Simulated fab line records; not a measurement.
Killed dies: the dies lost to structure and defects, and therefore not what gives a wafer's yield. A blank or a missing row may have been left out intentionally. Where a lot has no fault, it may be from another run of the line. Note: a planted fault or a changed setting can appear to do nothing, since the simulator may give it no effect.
What tool caused it?	flow nand-harc	Sampling: 13 lots, 39 wafers, 6 of 1302 route steps

## WHAT THE GAUGES SHOWED, per wafer
NHARC_A_START_INSPECT_01. Usual: raw-defect-count reads 3.2 (standard deviation 2).
lot	measured	on	raw-defect-count	flag
L822	day 7 05:36	defect-inspect-01	4 3 5	
L823	day 7 17:05	defect-inspect-02	6 2 4	
L825	day 8 12:38	defect-inspect-01	5 2 3	
L827	day 9 08:40	defect-inspect-02	3 1 0	
L828	day 9 22:04	defect-inspect-01	5 8 1	
L829	day 9 22:50	defect-inspect-01	5 3 3	
L830	day 10 17:29	defect-inspect-01	1 5 3	
L833	day 12 03:46	defect-inspect-02	1 2 4	
L834	day 12 07:51	defect-inspect-02	1 1 9	
L841	day 14 20:08	defect-inspect-02	2 3 6	
L842	day 15 09:21	defect-inspect-01	3 3 5	
L844	day 16 15:40	defect-inspect-02	6 1 1	
L843	day 16 16:20	defect-inspect-02	1 1 7	

NHARC_A_ZERO_WELL_INSPECT_17. Usual: raw-defect-count reads 10 (standard deviation 4.8).
lot	measured	on	raw-defect-count	flag
L822	day 7 07:58	defect-inspect-01	8 14 6	
L823	day 7 19:25	defect-inspect-02	12 10 5	
L825	day 8 14:57	defect-inspect-01	5 13 10	
L827	day 9 10:58	defect-inspect-02	13 7 13	
L828	day 10 00:21	defect-inspect-02	10 8 12	
L829	day 10 01:18	defect-inspect-01	11 8 11	
L830	day 10 19:40	defect-inspect-02	8 7 11	
L833	day 12 05:59	defect-inspect-02	12 5 4	
L834	day 12 10:09	defect-inspect-01	5 17 11	
L841	day 14 22:19	defect-inspect-02	4 13 11	
L842	day 15 11:46	defect-inspect-02	4 10 6	
L844	day 16 17:58	defect-inspect-02	4 2 3	
L843	day 16 18:47	defect-inspect-02	12 6 8	

NHARC_A_ONON_D1_THK_MEAS_02: measures by ellipsometry. Usual: thk-nm reads 999 nm (standard deviation 11).
lot	measured	on	thk-nm (nm)	flag
L822	day 8 04:32	film-metro-02	999 998 999	
L823	day 8 16:21	film-metro-01	1000 998 999	
L825	day 9 12:22	film-metro-01	1004 1005 1004	
L827	day 10 11:29	film-metro-01	999 999 999	
L828	day 11 00:47	film-metro-02	994 995 994	
L829	day 11 00:47	film-metro-01	1001 1003 1003	
L830	day 11 16:16	film-metro-02	1027 1025 1024	
L833	day 13 02:39	film-metro-02	1001 1002 639	OFF
L834	day 13 06:32	film-metro-01	627 989 628	OFF
L841	day 15 20:24	film-metro-02	997 995 995	
L842	day 16 08:40	film-metro-02	989 987 988	
L844	day 17 14:30	film-metro-02	999 1001 1000	
L843	day 17 14:30	film-metro-01	988 988 989	

NHARC_END_SORT_01. Usual: killed-at-array 64, standard deviation 16; killed-at-other 1.0, standard deviation 1.1; killed-at-periphery 3.5, standard deviation 2.3; killed-dies 69, standard deviation 17; killed-open 3.2, standard deviation 1.6; killed-short 2.4, standard deviation 1.6.
lot	measured	on	killed-at-array	killed-at-other	killed-at-periphery	killed-dies	killed-open	killed-short	flag
L833	day 30 03:11	prober-01	44 57 672	2 1 1	1 3 4	47 61 677	2 7 3	1 2 1	OFF
L834	day 30 04:50	prober-02	676 88 673	1 0 1	0 2 3	677 90 677	1 5 2	1 1 3	OFF

## TOOL THAT RAN EACH LOT (tool first, then ch and the chambers of the sampled wafers, then the start)
lot	NHARC_A_ZERO_WELL_ETCH_19	NHARC_A_ONON_D1_DEP_00
L822	rie-diel-11 ch 0,2,3, day 7 06:42	pecvd-onon-03 ch 0, day 8 04:02
L823	rie-diel-09 ch 0,2,3, day 7 18:11	pecvd-onon-02 ch 0, day 8 15:50
L825	rie-diel-09 ch 0,1, day 8 13:44	pecvd-onon-01 ch 0, day 9 11:55
L827	rie-diel-07 ch 1,2,3, day 9 09:46	pecvd-onon-03 ch 0, day 10 11:01
L828	rie-diel-07 ch 0,1, day 9 23:07	pecvd-onon-02 ch 0, day 11 00:24
L829	rie-diel-09 ch 1,2,3, day 9 23:59	pecvd-onon-01 ch 0, day 11 00:20
L830	rie-diel-07 ch 0,2,3, day 10 18:28	pecvd-onon-01 ch 0, day 11 15:49
L833	rie-diel-09 ch 1,2, day 12 04:44	pecvd-onon-01 ch 0, day 13 02:08
L834	rie-diel-07 ch 0,2,3, day 12 08:56	pecvd-onon-01 ch 0, day 13 06:08
L841	rie-diel-09 ch 0,1,3, day 14 21:05	pecvd-onon-01 ch 0, day 15 19:53
L842	rie-diel-09 ch 2,3, day 15 10:26	pecvd-onon-01 ch 0, day 16 08:20
L844	rie-diel-09 ch 0,2,3, day 16 16:46	pecvd-onon-01 ch 0, day 17 14:03
L843	rie-diel-09 ch 0,1,3, day 16 17:25	pecvd-onon-03 ch 0, day 17 14:03
- NHARC_A_ZERO_WELL_ETCH_19: etches the open film in N2/H2, target depth 80 nm, overetch 24 nm, time 87.88 s.
- NHARC_A_ONON_D1_DEP_00: target thk 1000 nm.

## WHAT THE TOOLS THEMSELVES READ (means of the sampled wafers that have a number; where no wafer has one, the mark that the record gives instead)
NHARC_A_ZERO_WELL_ETCH_19. Usual: drypump-motor-current-A 5.98 A, standard deviation 0.26; mfc-ar-sccm 0.003 sccm, standard deviation 0.006; oes-product-au 1.006 a.u., standard deviation 0.011; rf-vpp-V 429.8 V, standard deviation 3; showerhead-plenum-p-Torr 2.02 Torr, standard deviation 0.098; throttle-valve-pct 14.171 %, standard deviation 0.0086.
lot	tool	drypump-motor-current-A (A)	mfc-ar-sccm (sccm)	oes-product-au (a.u.)	rf-vpp-V (V)	showerhead-plenum-p-Torr (Torr)	throttle-valve-pct (%)	flag
L822	rie-diel-11	5.94	0.004	1.023	428.2	1.95	14.169	
L823	rie-diel-09	5.85	0.000	1.003	428.1	1.94	14.175	
L825	rie-diel-09	6.09	0.000	1.012	430.8	2.03	14.172	
L827	rie-diel-07	6.07	0.010	0.992	430.8	2.05	14.170	
L828	rie-diel-07	6.01	0.005	0.995	432.7	2.15	14.167	
L829	rie-diel-09	5.93	0.000	1.001	427.8	1.98	14.169	
L830	rie-diel-07	6.16	0.007	1.001	430.9	2.04	14.164	
L833	rie-diel-09	6.16	0.000	1.008	430.3	2.04	14.169	
L834	rie-diel-07	6.15	0.007	1.011	430.9	2.04	14.177	
L841	rie-diel-09	5.86	0.000	1.014	428.7	1.97	14.163	
L842	rie-diel-09	5.91	0.000	1.006	428.1	1.94	14.176	
L844	rie-diel-09	5.82	0.000	1.018	426.3	1.93	14.166	
L843	rie-diel-09	5.85	0.000	1.015	427.8	1.97	14.175	

## THE ANSWER, worked out from the rows above alone
Rule: take the mean of a lot's wafers that have a number; if it is more than 3 standard deviations from the usual mean, the lot is off. A lot without any number at a reading at which 4 lots or more have one is off too. Any other lot the step has rows for is counted as sound. After the gauges, taken in route order, come the tools' own readings; for these a lot's mean is taken, as printed above. The first step at which some lot is off is used, and at that step the reading that is off furthest; a lot without a number counts as furthest.
Off at NHARC_A_ONON_D1_THK_MEAS_02 (thk-nm): L833, L834.
A tool fits if, at a process step before that reading, it ran every lot that is off, and no sound lot after the first of them. The gauges at NHARC_A_ONON_D1_THK_MEAS_02 aren't tried: what is off there is off at NHARC_END_SORT_01 too, on other tools, and a gauge's error can't cause that. Of those tried, none fits.

## WHAT THE SIMULATOR HAD INSERTED
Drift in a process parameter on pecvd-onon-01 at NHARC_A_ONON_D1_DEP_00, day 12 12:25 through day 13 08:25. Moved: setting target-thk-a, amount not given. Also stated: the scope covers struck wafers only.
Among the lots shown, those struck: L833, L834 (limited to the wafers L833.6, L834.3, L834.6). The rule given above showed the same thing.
